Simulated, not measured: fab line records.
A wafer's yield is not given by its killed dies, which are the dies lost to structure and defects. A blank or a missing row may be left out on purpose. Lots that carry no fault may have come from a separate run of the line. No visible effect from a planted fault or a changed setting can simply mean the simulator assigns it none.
fab line records	flow nand-harc
record: lots: 13	wafers: 39	last-day: 33
route steps=1302 shown A_STAIRCASE@752 END@1302
lots with no fault: from the same line, run without faults
start-h: the number of hours between the record's first day and the start of the first shown wafer of the lot	wait-h: how many hours have passed since the lot's step before this one	" unchanged from the row above	L1.1+2: a row that stands for several wafers	- no value, or no start given	* or withheld: withheld	< > ~ a bound
route shown NAME@n: names a module that has steps shown in the file, with the first one's number in the route	usual: mean/standard deviation of fault-free wafers	same: alike in all rows	chamber/n: place in a boat	sites: the reading at each site	_std_site: standard deviation of those values	_edge_site: outer sites' mean less inner sites'	radius-mm: for every site, how far away it sits from the centre of the wafer	mask NAME#n: copy n	behind: tool/chamber where the wafer was last shaped	hold: reason for holding the lot/hours on hold/outcome of the hold	device: whichever transistor did not switch (one of n, p or np)	end of line: the same wafers' tests at the end of the route	a step with no rows: only its recipe	killed: not the wafer's yield, but the dies lost to structure and defects at the first sort	map: the dies of a wafer, with x for killed, . for not killed, _ for no die there
set.NAME: the setting as run; set.NAME@STEP: as run at that earlier step	model.NAME: the simulator's own value behind a step, which no gauge read
one table for each step of the route and one row for each wafer, over a sample of lots
services: a tool's chamber out of use, with start hour (start-h, from the record's first day; less than 0 if before it), hours out, and reason
== steps ==
step: NHARC_A_STAIRCASE_STRIP_238
recipe: power-w: 1500	temp-c: 250	chemistry: O2
usual: drypump-motor-current-A: 5.9/0.49	heater-power-w: 314/34
lot.wafer	tool	chamber	start-h	wait-h	drypump-motor-current-A	heater-power-w	rf-hours-counter-h
L344.2	plasma-asher-01	1	360.98	0.1	6.5	319	3
L344.4	"	0	"	"	5.6	274	-
L344.6	"	1	"	"	6.5	315	-
L346.1	plasma-asher-01	0	399.58	0.1	5.6	281	11
L346.5	"	1	"	"	6.5	322	-
L346.6	"	0	"	"	5.6	284	-
L347.1	plasma-asher-01	0	408.40	0.1	5.6	285	12
L347.3	"	0	"	"	5.6	279	-
L347.5	"	1	"	"	6.5	322	-
L348.1	plasma-asher-01	1	422.31	0.1	6.5	315	16
L348.3	"	0	"	"	5.6	278	-
L348.5	"	1	"	"	6.5	319	-
L349.4	plasma-asher-02	0	422.55	0.2	6.1	351	-
L349.6	"	0	"	"	6.1	351	-
L349.5	"	1	"	"	5.2	341	-
L352.2	plasma-asher-01	1	459.41	0.1	6.5	318	24
L352.3	"	0	"	"	5.6	275	-
L352.6	"	1	"	"	6.5	323	-
L355.1	plasma-asher-01	0	483.73	0.1	5.6	284	30
L355.3	"	1	"	"	6.5	316	-
L355.5	"	0	"	"	5.6	276	-
L361.1	plasma-asher-01	1	535.96	0.1	6.5	321	2
L361.2	"	0	"	"	5.6	258	2
L361.4	"	1	"	"	6.5	318	-
L362.2	plasma-asher-01	1	547.51	0.1	6.5	322	5
L362.4	"	0	"	"	5.6	262	-
L362.6	"	0	"	"	5.6	257	-
L363.2	plasma-asher-01	0	566.54	0.1	5.6	264	8
L363.3	"	1	"	"	6.5	324	-
L363.5	"	1	"	"	6.5	331	-
L365.2	plasma-asher-02	0	584.11	0.1	6.1	376	31
L365.3	"	0	"	"	6.1	371	-
L365.5	"	0	"	"	6.1	367	-
L364.4	plasma-asher-01	1	585.42	0.2	6.5	318	-
L364.3	"	0	"	"	5.6	262	-
L364.5	"	1	"	"	6.5	309	-
L366.2	plasma-asher-02	0	588.19	0.1	6.1	369	32
L366.3	"	0	"	"	6.1	371	-
L366.5	"	1	"	"	5.2	347	-
step: NHARC_A_STAIRCASE_DEP_259
recipe: target-thk-a: 300	target-thk-nm: 30	temp-c: 400	pressure-torr: 3.5	flow-sccm: 200	rf-w: 350	material: SiON
usual: heater-power-w: 763/97
lot.wafer	tool	chamber	start-h	wait-h	heater-power-w
L344.2	pecvd-01	1	367.77	1.3	676
L344.6	"	1	"	"	653
L344.4	"	2	"	"	865
L346.1	pecvd-03	2	405.84	1.6	684
L346.6	"	1	"	"	903
L346.5	"	2	"	"	665
L347.3	pecvd-03	1	412.81	0.9	818
L347.1	"	0	"	"	692
L347.5	"	2	"	"	765
L348.1	pecvd-03	0	426.67	1.6	738
L348.3	"	1	"	"	892
L348.5	"	1	"	"	857
L349.6	pecvd-01	2	428.57	0.1	931
L349.5	"	0	"	"	805
L349.4	"	1	"	"	667
L352.3	pecvd-03	2	463.74	0.9	798
L352.2	"	1	"	"	851
L352.6	"	1	"	"	839
L355.1	pecvd-04	1	490.27	1.6	684
L355.3	"	2	"	"	818
L355.5	"	1	"	"	662
L361.2	pecvd-03	2	542.85	1.2	811
L361.1	"	1	"	"	880
L361.4	"	1	"	"	860
L362.2	pecvd-04	2	552.65	1.3	768
L362.4	"	1	"	"	706
L362.6	"	0	"	"	680
L363.3	pecvd-01	0	574.10	0.9	773
L363.2	"	2	"	"	947
L363.5	"	0	"	"	815
L365.3	pecvd-03	2	589.36	1.0	795
L365.2	"	0	"	"	795
L365.5	"	2	"	"	641
L364.3	pecvd-01	0	589.96	0.9	699
L364.4	"	1	"	"	761
L364.5	"	2	"	"	939
L366.2	pecvd-04	1	594.33	1.3	688
L366.3	"	0	"	"	590
L366.5	"	2	"	"	828
step: NHARC_A_STAIRCASE_ETCH_451
recipe: target-depth-a: 300	overetch-a: 30	time-s: 16.5	ion-energy-ev: 100	cf4-flow-sccm: 80	o2-flow-sccm: 20	ar-flow-sccm: 0	rf-w: 300	bias-w: 100	chemistry: CF4/O2
usual: drypump-motor-current-A: 5.9/0.6	oes_ar_750_au: 1.000/0.0046	oes-product-au: 1.004/0.013	rf-vpp-V: 198.1/1.3	run-length-s: 37.7/0.4	showerhead-plenum-p-Torr: 1.35/0.055	throttle-valve-pct: 13.397/0.0089
lot.wafer	tool	chamber	start-h	wait-h	drypump-motor-current-A	oes_ar_750_au	oes-product-au	rf-hours-counter-h	rf-vpp-V	run-length-s	showerhead-plenum-p-Torr	throttle-valve-pct
L344.2	rie-diel-04	1	369.36	-	5.9	1.005	0.997	1	199.8	38.4	1.38	13.389
L344.4	"	1	"	"	5.8	1.005	1.002	-	200.2	37.9	1.38	13.408
L344.6	"	3	"	"	5.6	0.995	1.009	-	199.9	37.5	1.39	13.407
L346.1	rie-diel-02	0	407.66	0.1	6.7	1.000	1.003	0	200.0	38.0	1.43	13.395
L346.6	"	0	"	"	6.6	0.997	1.007	-	199.9	37.9	1.43	13.384
L346.5	"	1	"	"	6.6	1.001	1.004	-	196.6	37.8	1.26	13.407
L347.1	rie-diel-04	2	414.37	-	5.0	0.994	1.010	15	198.3	36.8	1.34	13.390
L347.3	"	0	"	"	5.9	1.010	1.014	18	196.8	37.4	1.37	13.395
L347.5	"	3	"	"	5.6	0.993	1.003	-	199.4	37.9	1.39	13.411
L348.1	rie-diel-13	0	428.26	-	5.3	0.999	0.991	23	198.5	37.6	1.33	13.397
L348.3	"	3	"	"	6.0	1.004	0.982	20	197.5	38.0	1.33	13.412
L348.5	"	3	"	"	6.0	0.997	0.985	-	197.9	38.2	1.33	13.395
L349.4	rie-diel-04	1	430.08	-	5.8	1.003	0.996	27	196.9	37.8	1.38	13.390
L349.5	"	1	"	"	5.8	1.000	1.003	-	197.6	37.8	1.38	13.393
L349.6	"	2	"	"	5.0	1.001	1.009	-	196.7	36.9	1.34	13.391
L352.2	rie-diel-02	3	465.31	-	6.7	0.997	1.007	15	197.0	38.7	1.33	13.384
L352.3	"	1	"	"	6.6	0.998	0.987	18	197.4	37.5	1.25	13.391
L352.6	"	3	"	"	6.7	1.009	1.008	-	197.3	38.2	1.33	13.399
L355.1	rie-diel-13	0	491.68	-	5.3	1.001	1.006	44	197.1	35.8	1.32	13.389
L355.3	"	1	"	"	6.5	0.999	0.994	47	201.3	37.4	1.42	13.414
L355.5	"	0	"	"	5.3	0.997	0.999	-	197.4	35.6	1.32	13.394
L361.1	rie-diel-13	0	544.37	-	5.3	0.999	1.000	5	198.4	37.7	1.32	13.406
L361.2	"	1	"	"	6.5	1.004	1.007	5	200.1	38.0	1.42	13.387
L361.4	"	3	"	"	6.0	1.002	0.982	5	198.5	37.6	1.32	13.410
L362.4	rie-diel-04	1	554.02	-	5.9	1.000	1.031	6	198.9	37.5	1.37	13.402
L362.2	"	2	"	"	5.0	1.002	1.033	7	198.2	37.0	1.34	13.388
L362.6	"	2	"	"	5.0	0.998	1.020	-	197.2	36.9	1.34	13.406
L363.2	rie-diel-13	2	575.69	-	4.9	1.006	1.001	15	196.5	36.9	1.26	13.405
L363.3	"	1	"	"	6.5	1.006	1.002	14	200.0	37.5	1.42	13.405
L363.5	"	3	"	"	6.0	0.998	0.985	-	196.2	37.7	1.32	13.393
L365.2	rie-diel-04	3	590.86	-	5.7	1.001	0.991	18	197.7	37.5	1.37	13.391
L365.3	"	0	"	"	5.9	1.002	1.028	17	198.6	37.8	1.36	13.409
L365.5	"	3	"	"	5.6	1.003	0.996	-	198.2	37.6	1.37	13.396
L364.3	rie-diel-02	1	591.53	-	6.6	1.002	0.991	3	195.7	37.8	1.24	13.409
L364.4	"	2	"	"	6.0	0.997	0.989	2	199.0	37.6	1.40	13.398
L364.5	"	3	"	"	6.7	1.000	0.995	-	198.3	38.1	1.32	13.374
L366.3	rie-diel-13	0	595.84	-	5.3	0.998	1.005	22	197.9	37.6	1.32	13.417
L366.2	"	2	"	"	4.9	1.004	1.006	23	196.3	36.9	1.26	13.393
L366.5	"	0	"	"	5.3	1.002	1.005	-	198.4	37.8	1.32	13.407
step: NHARC_A_STAIRCASE_HM_DEP_459
recipe: target-thk-a: 15000	temp-c: 400	material: aC
usual: throttle-valve-pct: 35.000/0.0091
lot.wafer	tool	chamber	start-h	wait-h	throttle-valve-pct
L344.2	acl-dep-03	0	372.92	0.7	35.000
L344.4	"	0	"	"	34.994
L344.6	"	0	"	"	35.003
L346.1	acl-dep-03	0	411.76	0.4	34.982
L346.5	"	0	412.99	1.6	35.018
L346.6	"	0	"	"	35.007
L347.1	acl-dep-02	0	416.85	0.1	34.989
L347.3	"	0	"	"	35.006
L347.5	"	0	"	"	35.007
L348.1	acl-dep-03	0	431.38	0.3	35.015
L348.3	"	0	"	"	35.020
L348.5	"	0	"	"	35.008
L349.4	acl-dep-01	0	437.06	4.5	35.000
L349.5	"	0	"	"	34.999
L349.6	"	0	"	"	34.994
L352.2	acl-dep-01	0	468.20	0.4	35.005
L352.3	"	0	"	"	34.993
L352.6	"	0	"	"	34.987
L355.1	acl-dep-02	0	495.03	0.9	35.006
L355.3	"	0	"	"	34.997
L355.5	"	0	"	"	34.994
L361.1	acl-dep-01	0	546.86	0.1	35.002
L361.2	"	0	"	"	34.996
L361.4	"	0	"	"	34.996
L362.2	acl-dep-02	0	557.08	0.6	35.014
L362.4	"	0	"	"	34.989
L362.6	"	0	"	"	35.006
L363.2	acl-dep-03	0	578.56	0.4	34.986
L363.3	"	0	"	"	34.992
L363.5	"	0	"	"	35.002
L365.2	acl-dep-02	0	593.70	0.4	34.999
L365.3	"	0	"	"	34.998
L365.5	"	0	"	"	34.983
L364.3	acl-dep-01	0	594.92	1.0	35.001
L364.4	"	0	"	"	34.982
L364.5	"	0	"	"	35.002
L366.2	acl-dep-01	0	601.44	0.4	35.001
L366.3	"	0	"	"	35.000
L366.5	"	0	"	"	34.997
step: NHARC_END_SORT_01
recipe: temp-c: 25
usual: killed-at-array: 59/20	killed-at-other: 0.8/1.1	killed-at-periphery: 5/3.1	killed-dies: 64/21	killed-open: 3.4/1.9	killed-short: 2.3/1.7
same: gross-dies: 677
lot.wafer	tool	chamber	start-h	wait-h	killed-at-array	killed-at-other	killed-at-periphery	killed-dies	killed-open	killed-short
L348.1	prober-01	0	609.87	2.5	64	0	3	67	2	2
L348.3	prober-01	0	611.46	3.1	79	0	4	83	1	1
L348.5	prober-01	0	613.05	3.7	78	0	0	78	1	1
L355.1	prober-02	0	689.56	2.5	45	0	4	49	0	3
L355.3	prober-02	0	691.15	3.1	43	2	4	49	4	3
L355.5	prober-02	0	692.74	3.7	56	3	5	64	5	4
killed by level:class
L348.1 A_CHANNEL_HOLE_D1:chamber-film-flake=37 A_SLIT:chamber-film-flake=17 A_M0:chamber-film-flake=4 A_CHANNEL_HOLE_D2:chamber-film-flake=3 P_M0:geometric-particle:open=2 A_ONON_D2:geometric-particle:short=1 A_M0:geometric-particle:short=1 P_STI:chamber-film-flake=1
L348.3 A_CHANNEL_HOLE_D1:chamber-film-flake=37 A_SLIT:chamber-film-flake=25 A_CHANNEL_HOLE_D2:chamber-film-flake=10 A_M0:chamber-film-flake=4 P_GATE:chamber-film-flake=3 P_CONTACT:geometric-particle:open=1 A_SOURCE_PLATE:geometric-particle:short=1 A_STAIRCASE:chamber-film-flake=1
L348.5 A_CHANNEL_HOLE_D1:chamber-film-flake=34 A_SLIT:chamber-film-flake=30 A_CHANNEL_HOLE_D2:chamber-film-flake=6 A_CONTACT:chamber-film-flake=2 A_M0:chamber-film-flake=2 A_ONON_D1:geometric-particle:open=1 A_ONON_D2:geometric-particle:short=1 A_DECK1_JOINT:chamber-film-flake=1
L355.1 A_SLIT:chamber-film-flake=18 A_CONTACT:chamber-film-flake=8 A_WL_FILL:chamber-film-flake=6 A_CHANNEL_HOLE_D1:chamber-film-flake=4 A_STAIRCASE:chamber-film-flake=3 A_M1:chamber-film-flake=3 P_GATE:geometric-particle:short=2 A_SLIT:geometric-particle:short=1
L355.3 A_SLIT:chamber-film-flake=20 A_CONTACT:chamber-film-flake=6 A_CHANNEL_HOLE_D1:chamber-film-flake=3 P_ZERO_WELL:chamber-film-flake=2 A_CHANNEL_HOLE_D2:chamber-film-flake=2 A_SGD_CUT:chamber-film-flake=2 A_WL_FILL:chamber-film-flake=2 THIN_TSV:chamber-film-flake=2
L355.5 A_SLIT:chamber-film-flake=34 A_CHANNEL_HOLE_D1:chamber-film-flake=5 A_CONTACT:chamber-film-flake=5 A_WL_FILL:chamber-film-flake=3 P_M0:geometric-particle:open=2 A_DECK1_JOINT:geometric-particle:short=2 A_STAIRCASE:chamber-film-flake=2 A_SGD_CUT:chamber-film-flake=2
== services ==
tool	chamber	start-h	hours	kind
plasma-asher-01	-	342.11	9.0	pm
rie-diel-13	-	342.12	9.0	pm
rie-diel-04	-	355.03	9.0	pm
pecvd-03	-	366.00	13.0	pm
rie-diel-13	3	367.40	20.9	repair
rie-diel-04	2	368.63	3.7	repair
acl-dep-01	-	373.61	13.0	pm
rie-diel-13	2	377.01	6.5	repair
pecvd-03	2	385.59	7.6	repair
rie-diel-04	3	385.98	1.7	repair
rie-diel-02	2	395.21	33.8	repair
rie-diel-13	2	418.27	18.2	repair
acl-dep-02	-	428.46	13.0	pm
rie-diel-04	2	440.61	33.2	repair
acl-dep-03	-	484.66	13.0	pm
pecvd-03	0	485.10	21.7	repair
pecvd-01	-	492.25	13.0	pm
pecvd-01	-	516.97	3.1	repair
plasma-asher-01	-	519.11	9.0	pm
rie-diel-13	-	519.17	9.0	pm
rie-diel-04	-	532.03	9.0	pm
pecvd-03	-	547.00	13.0	pm
rie-diel-13	2	547.64	2.1	repair
acl-dep-01	-	554.61	13.0	pm
== key ==
first-sign: step: NHARC_A_STAIRCASE_ETCH_451	reading: run-length-s	direction: down	sigmas: 5.1	usual: *	struck: *
effect none on later readings
met-at NHARC_A_STAIRCASE_ETCH_451
struck-lots L355
struck-wafers L355.1,L355.5
tester-left-out L355
not-acting-at NHARC_A_STAIRCASE_STRIP_238,NHARC_A_STAIRCASE_DEP_259,NHARC_A_STAIRCASE_HM_DEP_459
onset-between 428.26 491.68
fault: kind: process-parameter-drift	tool: rie-diel-13	chamber: 0	onset-h: 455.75	steps: NHARC_A_STAIRCASE_ETCH_451	channel: time-s	offset: *	shape: step	end-h: 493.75	acts-in: *	stated: *
tester-left-out: of these lots the tester's yield and bins aren't shown, on N5 and GAA mostly nor the transistor test; their killed dies are dies lost to structure and defects alone, not to doping, threshold or leakage, so they don't give the yield
